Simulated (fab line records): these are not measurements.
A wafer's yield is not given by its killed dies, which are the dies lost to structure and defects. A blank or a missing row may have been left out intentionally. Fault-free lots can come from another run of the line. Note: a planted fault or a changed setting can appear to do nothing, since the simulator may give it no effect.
A lot that was struck, set against a sound lot + flow n5 finfet + 40 steps out of a route of 1938
Sound: the wafers L394.1, L394.4, L394.6. Wafers L386.3, L386.5, L386.6 were the ones struck. At the end, the cause is stated.
Order at every step that has rows: each side's tool, ch and its chambers, its first start. Under that, the readings that differ: sound wafers + struck wafers + difference of the means + sigmas: that difference in standard deviations of wafers without a fault.
alike: readings whose means differ by less than 2 such deviations, and words and numbers that are the same on both sides. not compared: withheld readings, readings that some wafer has no value for, bounds like >300 that may hide the same value, and numbers for which the record gives no deviation and whose values overlap.
A row with sigmas, a row that says differs or no value, or rows on one side alone: a step with any of these is where the two part. When numbers do not overlap yet have no deviation, they are printed without sigmas and do not part them. Lack of a reading on every wafer of one side parts them only where that side has two or more wafers.

first, 12 steps without rows for these wafers: N5_MOL_CONTACT_COAG_PRECLEAN_111 (cleans in NF3:NH3, afs cycles 1, time 20 s, sublimation time 60 s); N5_MOL_CONTACT_COAG_TI_SIL_19 (material Ti, target thk 4.2 nm, time 15 s); N5_MOL_CONTACT_COAG_ALD_20 (deposits TiN, target thk 1.5 nm, pulse time 1 s, purge time 3 s); N5_MOL_CONTACT_COAG_SIL_ANNEAL_21 (time 60 s); N5_MOL_CONTACT_COAG_PRE_CLEAN_141 (time 60 s); N5_MOL_CONTACT_COAG_SPUTTER_143 (material Co, target thk 2.5 nm); N5_MOL_CONTACT_COAG_CO_FILL_22 (material Co, precursor CCTBA/H2, target thk 20 nm); N5_MOL_CONTACT_COAG_ANNEAL_113 (time 300 s); N5_MOL_CONTACT_COAG_PRE_CLEAN_142 (time 60 s); N5_MOL_CONTACT_COAG_SPUTTER_130 (material Co, target thk 47.5 nm); N5_MOL_CONTACT_COAG_PRECLEAN_125 (cleans in DIW, time 57.5 s); N5_MOL_CONTACT_COAG_SRD_126 (dry time 32 s).
N5_MOL_CONTACT_COAG_CMP_23: polishes, stops on SiO2, t overpolish 1.5 s, target thk 0 nm.
  sound on cmp-02 ch 2,3, day 10 20:56; struck on cmp-02 ch 0,1, day 8 18:23
  no value came back on the struck wafers for any of 5 readings (edge zone pressure frac, head pressure psi (psi) and others); on the sound wafers edge zone pressure frac reads 0.999 1.004 1.000
| reading                                              | sound          | struck         | difference | sigmas |
|------------------------------------------------------|----------------|----------------|------------|--------|
| model.Co_of_MOL_CONTACT_COAG_SPUTTER_130.thk nm (nm) | 0 0 0          | 48 47.6 47.8   | +48        |        |
| model.SiNx_of_GATE_CUT_SAC_CAP_01.thk nm (nm)        | 18.2 18.4 18.2 | 20.4 20.4 20.4 | +2.1       |        |
then, 3 steps without rows for these wafers: N5_MOL_CONTACT_COAG_WET_ETCH_26 (target Co, target depth 13 nm); N5_MOL_CONTACT_COAG_WET_ETCH_116 (etches the open film in SC1-inhibited, target depth 4.6 nm, rinse time 30 s); N5_MOL_CONTACT_COAG_ALD_27 (deposits SiOC, target thk 17 nm, pulse time 1.5 s, time 2720 s).
N5_MOL_CONTACT_COAG_CMP_28: polishes, stops on SiNx, t overpolish 0.85 s, target thk 14.522 nm.
  sound on cmp-04 ch 0,1,2, day 10 23:21; struck on cmp-04 ch 0,2,3, day 8 23:56
| reading                                       | sound    | struck     | difference | sigmas |
|-----------------------------------------------|----------|------------|------------|--------|
| model.SiNx_of_GATE_CUT_SAC_CAP_01.thk nm (nm) | 18 18 18 | 20 20.2 20 | +2         |        |
  alike: edge zone pressure frac, head pressure psi, motor current A
N5_MOL_CONTACT_COAG_THK_MEAS_29:
  sound: film metro-01 at day 10 23:34; struck: film metro-02 at day 9 00:09
| reading         | sound             | struck            | difference | sigmas |
|-----------------|-------------------|-------------------|------------|--------|
| MD_CAP_THK (nm) | 17.96 17.98 17.99 | 20.15 20.11 20.08 | +2.14      | +27    |
then, 19 steps without rows for these wafers: N5_MOL_CONTACT_COAG_ALD_123 (deposits SiNx, target thk 5 nm, pulse time 1 s, purge time 2 s); N5_MOL_CONTACT_COAG_PECVD_31 (deposits SiO2 from TEOS/O2, target thk 46 nm, time 8.9 s); N5_MOL_CONTACT_COAG_COAT_75 (time 60 s, resist thk 60 nm); N5_MOL_CONTACT_COAG_COAT_76 (time 60 s, resist thk 10 nm); N5_MOL_CONTACT_COAG_COAT_77 (time 60 s, resist thk 10 nm); N5_MOL_CONTACT_COAG_COAT_78 (resist thk 40 nm); N5_MOL_CONTACT_COAG_EBR_80; N5_MOL_CONTACT_COAG_SOFTBAKE_79 (time 60 s); N5_MOL_CONTACT_COAG_EXPOSE_81 (exposes mask VG, defocus 0 nm); N5_MOL_CONTACT_COAG_PEB_82 (peb time 60 s); N5_MOL_CONTACT_COAG_DEVELOP_83 (develop time 30 s); N5_MOL_CONTACT_COAG_DESCUM_88 (chemistry O2, time 7 s); N5_MOL_CONTACT_COAG_ETCH_89 (etches underlayer in N2/H2, target depth 13 nm, time 10.4 s); N5_MOL_CONTACT_COAG_ETCH_90 (etches SiARC in CF4, target depth 13 nm, time 21.7 s); N5_MOL_CONTACT_COAG_ALD_131 (deposits SiO2, target thk 5 nm, pulse time 1 s, co reactant pulse time 1 s); N5_MOL_CONTACT_COAG_ETCHBACK_132 (etches SiO2 in CHF3, target depth 10 nm, time 6.7 s); N5_MOL_CONTACT_COAG_ETCH_91 (etches SOC in N2/H2, target depth 60 nm, overetch 21 nm, time 101.2 s); N5_MOL_CONTACT_COAG_STRIP_92 (strips in N2/H2); N5_MOL_CONTACT_COAG_STRIP_93 (strips in N2/H2).
N5_MOL_CONTACT_COAG_ETCH_47: etches SiNx in CH3F/O2, stops on W, target depth 27 nm.
  sound on rie diel-05 ch 2,3, day 11 01:34; struck on rie diel-05 ch 1,2, day 9 02:42
| reading                                      | sound            | struck            | difference | sigmas |
|----------------------------------------------|------------------|-------------------|------------|--------|
| etch rf on time s (s)                        | 31.8 31.7 31.6   | 34.8 35.9 34.7    | +3.4       | +9     |
| oes product au (a.u.)                        | 0.67 0.67 0.66   | 0.88 0.68 0.89    | +0.15      | +2     |
| model.etch.t clear s (s)                     | 26.52 26.4 26.37 | 28.98 29.88 28.92 | +2.83      |        |
| model.MOL_CONTACT_COAG.feature depth nm (nm) | 18.4 18.6 18.6   | 20.8 20.8 20.8    | +2.3       |        |
| model.etch.depth nm (nm)                     | 17.9 17.98 17.92 | 20.1 20.11 20.08  | +2.2       |        |
  alike: bias w, drypump motor current A, rf vpp V, showerhead plenum p Torr, throttle valve pct
  not compared: rf hours counter h
N5_BEOL_M4_RC_MEAS_101:
  the record has rows for the sound wafers here (prober-01 ch 0, day 13 22:13) and none for the struck ones
-- the record jumps here: 7 days lie between the struck wafers' starts before and after (it left off in module BEOL_M4 and takes up again in module PASSIVATION, whose first step shown is number 1936 of the route) --
N5_PASSIVATION_PROBE_49:
  only the struck wafers here have rows in the record (prober-02, day 15 20:49); the sound ones have none

## WHERE THEY PART
Last at N5_PASSIVATION_PROBE_49 as far as this record goes, first at N5_MOL_CONTACT_COAG_CMP_23.

WHY: what the simulator had put in
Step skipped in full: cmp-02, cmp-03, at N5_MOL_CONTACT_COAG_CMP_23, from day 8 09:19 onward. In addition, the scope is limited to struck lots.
